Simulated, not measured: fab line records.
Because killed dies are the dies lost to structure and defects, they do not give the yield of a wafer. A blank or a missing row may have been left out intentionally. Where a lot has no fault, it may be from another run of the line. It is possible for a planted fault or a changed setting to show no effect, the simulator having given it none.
What tool caused it? || flow nand-harc || 39 wafers from 13 lots sampled at 5 of the route's 1302 steps

WHAT THE GAUGES READ, wafer by wafer
NHARC_P_GATE_CD_MEAS_59: the cd target is 720 nm. Usual: cd-nm reads 720.9 nm (standard deviation 2.2).
{"lot": "L802", "measured": "day 5 19:26", "on": "cd-sem-02", "cd-nm (nm)": "720.4 719.3 719.5", "flag": ""}
{"lot": "L807", "measured": "day 7 16:40", "on": "cd-sem-03", "cd-nm (nm)": "718.6 723.5 719.3", "flag": ""}
{"lot": "L808", "measured": "day 7 21:28", "on": "cd-sem-01", "cd-nm (nm)": "722.0 722.3 726.8", "flag": ""}
{"lot": "L809", "measured": "day 8 09:07", "on": "cd-sem-03", "cd-nm (nm)": "724.1 720.5 726.3", "flag": ""}
{"lot": "L810", "measured": "day 8 22:41", "on": "cd-sem-01", "cd-nm (nm)": "720.9 719.7 722.8", "flag": ""}
{"lot": "L811", "measured": "day 9 05:53", "on": "cd-sem-01", "cd-nm (nm)": "716.1 719.6 723.1", "flag": ""}
{"lot": "L814", "measured": "day 11 00:43", "on": "cd-sem-01", "cd-nm (nm)": "716.6 721.1 722.0", "flag": ""}
{"lot": "L818", "measured": "day 12 05:18", "on": "cd-sem-01", "cd-nm (nm)": "720.5 720.3 723.0", "flag": ""}
{"lot": "L819", "measured": "day 12 13:16", "on": "cd-sem-03", "cd-nm (nm)": "722.1 720.6 722.8", "flag": ""}
{"lot": "L821", "measured": "day 13 09:19", "on": "cd-sem-03", "cd-nm (nm)": "721.4 718.2 718.7", "flag": ""}
{"lot": "L822", "measured": "day 14 00:07", "on": "cd-sem-03", "cd-nm (nm)": "723.7 717.5 720.1", "flag": ""}
{"lot": "L823", "measured": "day 14 04:29", "on": "cd-sem-03", "cd-nm (nm)": "719.9 719.1 719.8", "flag": ""}
{"lot": "L824", "measured": "day 14 19:12", "on": "cd-sem-03", "cd-nm (nm)": "721.4 720.3 723.0", "flag": ""}

NHARC_END_SORT_01. Usual: killed-at-array 61, standard deviation 26; killed-at-other 0.8, standard deviation 1.1; killed-at-periphery 4.0, standard deviation 2.6; killed-dies 66, standard deviation 26; killed-open 3.1, standard deviation 1.7; killed-short 2.5, standard deviation 1.5.
{"lot": "L809", "measured": "day 27 02:58", "on": "prober-01", "killed-at-array": "95 116 99", "killed-at-other": "0 0 0", "killed-at-periphery": "582 561 578", "killed-dies": "677 677 677", "killed-open": "0 6 3", "killed-short": "3 2 3", "flag": "OFF"}
{"lot": "L810", "measured": "day 27 18:48", "on": "prober-02", "killed-at-array": "83 103 125", "killed-at-other": "1 1 0", "killed-at-periphery": "593 573 552", "killed-dies": "677 677 677", "killed-open": "2 3 2", "killed-short": "4 2 2", "flag": "OFF"}
{"lot": "L811", "measured": "day 27 20:20", "on": "prober-01", "killed-at-array": "32 34 34", "killed-at-other": "1 1 1", "killed-at-periphery": "644 642 642", "killed-dies": "677 677 677", "killed-open": "5 1 1", "killed-short": "2 2 5", "flag": "OFF"}

WHICH TOOL RAN EACH LOT (tool, then ch and the chambers of the sampled wafers, then the start)
{"lot": "L802", "NHARC_P_GATE_ETCH_104": "rie-diel-04 ch 1,3, day 5 05:55", "NHARC_P_GATE_IMPLANT_49": "implanter-02 ch 0, day 5 17:59", "NHARC_P_GATE_STRIP_76": "plasma-asher-02 ch 0,1, day 5 20:13"}
{"lot": "L807", "NHARC_P_GATE_ETCH_104": "rie-diel-08 ch 0,1, day 7 03:27", "NHARC_P_GATE_IMPLANT_49": "implanter-01 ch 0, day 7 15:22", "NHARC_P_GATE_STRIP_76": "plasma-asher-02 ch 0,1, day 7 17:28"}
{"lot": "L808", "NHARC_P_GATE_ETCH_104": "rie-diel-08 ch 0,1,3, day 7 07:55", "NHARC_P_GATE_IMPLANT_49": "implanter-02 ch 0, day 7 20:05", "NHARC_P_GATE_STRIP_76": "plasma-asher-02 ch 0,1, day 7 22:23"}
{"lot": "L809", "NHARC_P_GATE_ETCH_104": "rie-diel-06 ch 0,2,3, day 7 19:11", "NHARC_P_GATE_IMPLANT_49": "implanter-01, day 8 07:41", "NHARC_P_GATE_STRIP_76": "plasma-asher-02 ch 0,1, day 8 09:55"}
{"lot": "L810", "NHARC_P_GATE_ETCH_104": "rie-diel-08 ch 0,1,3, day 8 09:21", "NHARC_P_GATE_IMPLANT_49": "implanter-02, day 8 21:22", "NHARC_P_GATE_STRIP_76": "plasma-asher-01 ch 0,1, day 8 23:28"}
{"lot": "L811", "NHARC_P_GATE_ETCH_104": "rie-diel-06 ch 2,3, day 8 16:34", "NHARC_P_GATE_IMPLANT_49": "implanter-01, day 9 04:38", "NHARC_P_GATE_STRIP_76": "plasma-asher-01 ch 0,1, day 9 06:42"}
{"lot": "L814", "NHARC_P_GATE_ETCH_104": "rie-diel-06 ch 0,1,3, day 10 11:10", "NHARC_P_GATE_IMPLANT_49": "implanter-01 ch 0, day 10 23:19", "NHARC_P_GATE_STRIP_76": "plasma-asher-02 ch 0,1, day 11 01:32"}
{"lot": "L818", "NHARC_P_GATE_ETCH_104": "rie-diel-08 ch 0,1,2, day 11 16:01", "NHARC_P_GATE_IMPLANT_49": "implanter-01 ch 0, day 12 03:51", "NHARC_P_GATE_STRIP_76": "plasma-asher-02 ch 0,1, day 12 06:05"}
{"lot": "L819", "NHARC_P_GATE_ETCH_104": "rie-diel-06 ch 1,2,3, day 11 23:46", "NHARC_P_GATE_IMPLANT_49": "implanter-02 ch 0, day 12 11:50", "NHARC_P_GATE_STRIP_76": "plasma-asher-02 ch 0,1, day 12 14:03"}
{"lot": "L821", "NHARC_P_GATE_ETCH_104": "rie-diel-08 ch 0,1, day 12 19:55", "NHARC_P_GATE_IMPLANT_49": "implanter-02 ch 0, day 13 07:59", "NHARC_P_GATE_STRIP_76": "plasma-asher-02 ch 0,1, day 13 10:05"}
{"lot": "L822", "NHARC_P_GATE_ETCH_104": "rie-diel-06 ch 0,2,3, day 13 10:49", "NHARC_P_GATE_IMPLANT_49": "implanter-02 ch 0, day 13 22:51", "NHARC_P_GATE_STRIP_76": "plasma-asher-01 ch 0,1, day 14 00:55"}
{"lot": "L823", "NHARC_P_GATE_ETCH_104": "rie-diel-06 ch 0,1,3, day 13 15:04", "NHARC_P_GATE_IMPLANT_49": "implanter-01 ch 0, day 14 03:03", "NHARC_P_GATE_STRIP_76": "plasma-asher-02 ch 0,1, day 14 05:17"}
{"lot": "L824", "NHARC_P_GATE_ETCH_104": "rie-diel-08 ch 0,2, day 14 06:01", "NHARC_P_GATE_IMPLANT_49": "implanter-02 ch 0, day 14 17:55", "NHARC_P_GATE_STRIP_76": "plasma-asher-01 ch 0,1, day 14 19:59"}
- NHARC_P_GATE_ETCH_104: etches the open film in CF4/CHF3, target depth 60 nm.
- NHARC_P_GATE_IMPLANT_49
- NHARC_P_GATE_STRIP_76: strips in O2.

AS READ BY THE TOOLS THEMSELVES (means over the sampled wafers that have a number; for cases with no such wafer, the mark the record gives instead)
NHARC_P_GATE_ETCH_104. Usual: cf4-flow-sccm 100.00 sccm, standard deviation 0.29; drypump-motor-current-A 5.6 A, standard deviation 0.31; oes-product-au 0.947 a.u., standard deviation 0.024; rf-vpp-V 370.6 V, standard deviation 1.9; showerhead-plenum-p-Torr 1.58 Torr, standard deviation 0.051; throttle-valve-pct 16.803 %, standard deviation 0.0094.
{"lot": "L802", "tool": "rie-diel-04", "cf4-flow-sccm (sccm)": 100.13, "drypump-motor-current-A (A)": 6.0, "oes-product-au (a.u.)": 0.943, "rf-vpp-V (V)": 369.8, "showerhead-plenum-p-Torr (Torr)": 1.56, "throttle-valve-pct (%)": 16.803, "flag": ""}
{"lot": "L807", "tool": "rie-diel-08", "cf4-flow-sccm (sccm)": 99.86, "drypump-motor-current-A (A)": 5.4, "oes-product-au (a.u.)": 0.936, "rf-vpp-V (V)": 367.9, "showerhead-plenum-p-Torr (Torr)": 1.52, "throttle-valve-pct (%)": 16.800, "flag": ""}
{"lot": "L808", "tool": "rie-diel-08", "cf4-flow-sccm (sccm)": 99.88, "drypump-motor-current-A (A)": 5.5, "oes-product-au (a.u.)": 0.925, "rf-vpp-V (V)": 369.3, "showerhead-plenum-p-Torr (Torr)": 1.55, "throttle-valve-pct (%)": 16.790, "flag": ""}
{"lot": "L809", "tool": "rie-diel-06", "cf4-flow-sccm (sccm)": 100.20, "drypump-motor-current-A (A)": 5.5, "oes-product-au (a.u.)": 0.968, "rf-vpp-V (V)": 370.9, "showerhead-plenum-p-Torr (Torr)": 1.58, "throttle-valve-pct (%)": 16.806, "flag": ""}
{"lot": "L810", "tool": "rie-diel-08", "cf4-flow-sccm (sccm)": 100.15, "drypump-motor-current-A (A)": 5.5, "oes-product-au (a.u.)": 0.922, "rf-vpp-V (V)": 368.6, "showerhead-plenum-p-Torr (Torr)": 1.55, "throttle-valve-pct (%)": 16.793, "flag": ""}
{"lot": "L811", "tool": "rie-diel-06", "cf4-flow-sccm (sccm)": 99.87, "drypump-motor-current-A (A)": 5.6, "oes-product-au (a.u.)": 0.956, "rf-vpp-V (V)": 370.3, "showerhead-plenum-p-Torr (Torr)": 1.56, "throttle-valve-pct (%)": 16.816, "flag": ""}
{"lot": "L814", "tool": "rie-diel-06", "cf4-flow-sccm (sccm)": 100.15, "drypump-motor-current-A (A)": 5.6, "oes-product-au (a.u.)": 0.962, "rf-vpp-V (V)": 372.0, "showerhead-plenum-p-Torr (Torr)": 1.61, "throttle-valve-pct (%)": 16.811, "flag": ""}
{"lot": "L818", "tool": "rie-diel-08", "cf4-flow-sccm (sccm)": 99.67, "drypump-motor-current-A (A)": 5.4, "oes-product-au (a.u.)": 0.933, "rf-vpp-V (V)": 370.5, "showerhead-plenum-p-Torr (Torr)": 1.58, "throttle-valve-pct (%)": 16.801, "flag": ""}
{"lot": "L819", "tool": "rie-diel-06", "cf4-flow-sccm (sccm)": 99.84, "drypump-motor-current-A (A)": 5.7, "oes-product-au (a.u.)": 0.925, "rf-vpp-V (V)": 371.3, "showerhead-plenum-p-Torr (Torr)": 1.59, "throttle-valve-pct (%)": 16.804, "flag": ""}
{"lot": "L821", "tool": "rie-diel-08", "cf4-flow-sccm (sccm)": 99.56, "drypump-motor-current-A (A)": 5.4, "oes-product-au (a.u.)": 0.964, "rf-vpp-V (V)": 368.5, "showerhead-plenum-p-Torr (Torr)": 1.52, "throttle-valve-pct (%)": 16.802, "flag": ""}
{"lot": "L822", "tool": "rie-diel-06", "cf4-flow-sccm (sccm)": 99.87, "drypump-motor-current-A (A)": 5.5, "oes-product-au (a.u.)": 0.930, "rf-vpp-V (V)": 370.0, "showerhead-plenum-p-Torr (Torr)": 1.58, "throttle-valve-pct (%)": 16.791, "flag": ""}
{"lot": "L823", "tool": "rie-diel-06", "cf4-flow-sccm (sccm)": 100.28, "drypump-motor-current-A (A)": 5.5, "oes-product-au (a.u.)": 0.968, "rf-vpp-V (V)": 371.8, "showerhead-plenum-p-Torr (Torr)": 1.61, "throttle-valve-pct (%)": 16.801, "flag": ""}
{"lot": "L824", "tool": "rie-diel-08", "cf4-flow-sccm (sccm)": 99.95, "drypump-motor-current-A (A)": 5.2, "oes-product-au (a.u.)": 0.983, "rf-vpp-V (V)": 371.2, "showerhead-plenum-p-Torr (Torr)": 1.58, "throttle-valve-pct (%)": 16.800, "flag": ""}

NHARC_P_GATE_IMPLANT_49. Usual: beam-energy-keV 30.002, standard deviation 0.0083; beam-on-s 31.3 s, standard deviation 1.7.
{"lot": "L802", "tool": "implanter-02", "beam-energy-keV": 30.000, "beam-on-s (s)": 31.9, "flag": ""}
{"lot": "L807", "tool": "implanter-01", "beam-energy-keV": 29.991, "beam-on-s (s)": 29.4, "flag": ""}
{"lot": "L808", "tool": "implanter-02", "beam-energy-keV": 29.999, "beam-on-s (s)": 32.8, "flag": ""}
{"lot": "L809", "tool": "implanter-01", "beam-energy-keV": "-", "beam-on-s (s)": "-", "flag": "OFF"}
{"lot": "L810", "tool": "implanter-02", "beam-energy-keV": "-", "beam-on-s (s)": "-", "flag": "OFF"}
{"lot": "L811", "tool": "implanter-01", "beam-energy-keV": "-", "beam-on-s (s)": "-", "flag": "OFF"}
{"lot": "L814", "tool": "implanter-01", "beam-energy-keV": 30.005, "beam-on-s (s)": 29.1, "flag": ""}
{"lot": "L818", "tool": "implanter-01", "beam-energy-keV": 29.999, "beam-on-s (s)": 29.4, "flag": ""}
{"lot": "L819", "tool": "implanter-02", "beam-energy-keV": 29.994, "beam-on-s (s)": 33.1, "flag": ""}
{"lot": "L821", "tool": "implanter-02", "beam-energy-keV": 30.010, "beam-on-s (s)": 33.0, "flag": ""}
{"lot": "L822", "tool": "implanter-02", "beam-energy-keV": 30.010, "beam-on-s (s)": 32.4, "flag": ""}
{"lot": "L823", "tool": "implanter-01", "beam-energy-keV": 30.016, "beam-on-s (s)": 29.1, "flag": ""}
{"lot": "L824", "tool": "implanter-02", "beam-energy-keV": 30.003, "beam-on-s (s)": 33.0, "flag": ""}

NHARC_P_GATE_STRIP_76. Usual: drypump-motor-current-A 5.4 A, standard deviation 0.43; heater-power-w 351 W, standard deviation 51.
{"lot": "L802", "tool": "plasma-asher-02", "drypump-motor-current-A (A)": 5.5, "heater-power-w (W)": 385, "flag": ""}
{"lot": "L807", "tool": "plasma-asher-02", "drypump-motor-current-A (A)": 5.6, "heater-power-w (W)": 383, "flag": ""}
{"lot": "L808", "tool": "plasma-asher-02", "drypump-motor-current-A (A)": 5.5, "heater-power-w (W)": 390, "flag": ""}
{"lot": "L809", "tool": "plasma-asher-02", "drypump-motor-current-A (A)": 5.5, "heater-power-w (W)": 388, "flag": ""}
{"lot": "L810", "tool": "plasma-asher-01", "drypump-motor-current-A (A)": 5.2, "heater-power-w (W)": 329, "flag": ""}
{"lot": "L811", "tool": "plasma-asher-01", "drypump-motor-current-A (A)": 5.6, "heater-power-w (W)": 336, "flag": ""}
{"lot": "L814", "tool": "plasma-asher-02", "drypump-motor-current-A (A)": 5.3, "heater-power-w (W)": 340, "flag": ""}
{"lot": "L818", "tool": "plasma-asher-02", "drypump-motor-current-A (A)": 5.6, "heater-power-w (W)": 384, "flag": ""}
{"lot": "L819", "tool": "plasma-asher-02", "drypump-motor-current-A (A)": 5.3, "heater-power-w (W)": 347, "flag": ""}
{"lot": "L821", "tool": "plasma-asher-02", "drypump-motor-current-A (A)": 5.3, "heater-power-w (W)": 342, "flag": ""}
{"lot": "L822", "tool": "plasma-asher-01", "drypump-motor-current-A (A)": 5.5, "heater-power-w (W)": 338, "flag": ""}
{"lot": "L823", "tool": "plasma-asher-02", "drypump-motor-current-A (A)": 5.3, "heater-power-w (W)": 347, "flag": ""}
{"lot": "L824", "tool": "plasma-asher-01", "drypump-motor-current-A (A)": 5.5, "heater-power-w (W)": 338, "flag": ""}

THE ANSWER, worked out from the rows above alone
Rule: a lot is off if the mean of its wafers that have a number lies more than 3 standard deviations from the usual mean. A lot without any number at a reading at which 4 lots or more have one is off too. The other lots that the step has rows for count as sound. First the gauges in route order, then the tools' own readings, where a lot's mean is used as printed above. The first step at which some lot is off is used, and at that step the reading that is off furthest; a lot without a number counts as furthest.
Off: L809, L810, L811 (NHARC_END_SORT_01, killed-at-periphery). Neither off nor sound, because the step has no rows for them: L802, L807, L808, L814, L818, L819, L821, L822, L823, L824.
If a tool, at a process step before that reading, ran all the lots that are off and no sound lot after the first of them, it fits. Not tried: the gauges at NHARC_END_SORT_01; whatever is off there is also off at NHARC_P_GATE_IMPLANT_49, on other tools, and gauge error can't account for it. None of those tried fits.

WHAT THE SIMULATOR PUT IN
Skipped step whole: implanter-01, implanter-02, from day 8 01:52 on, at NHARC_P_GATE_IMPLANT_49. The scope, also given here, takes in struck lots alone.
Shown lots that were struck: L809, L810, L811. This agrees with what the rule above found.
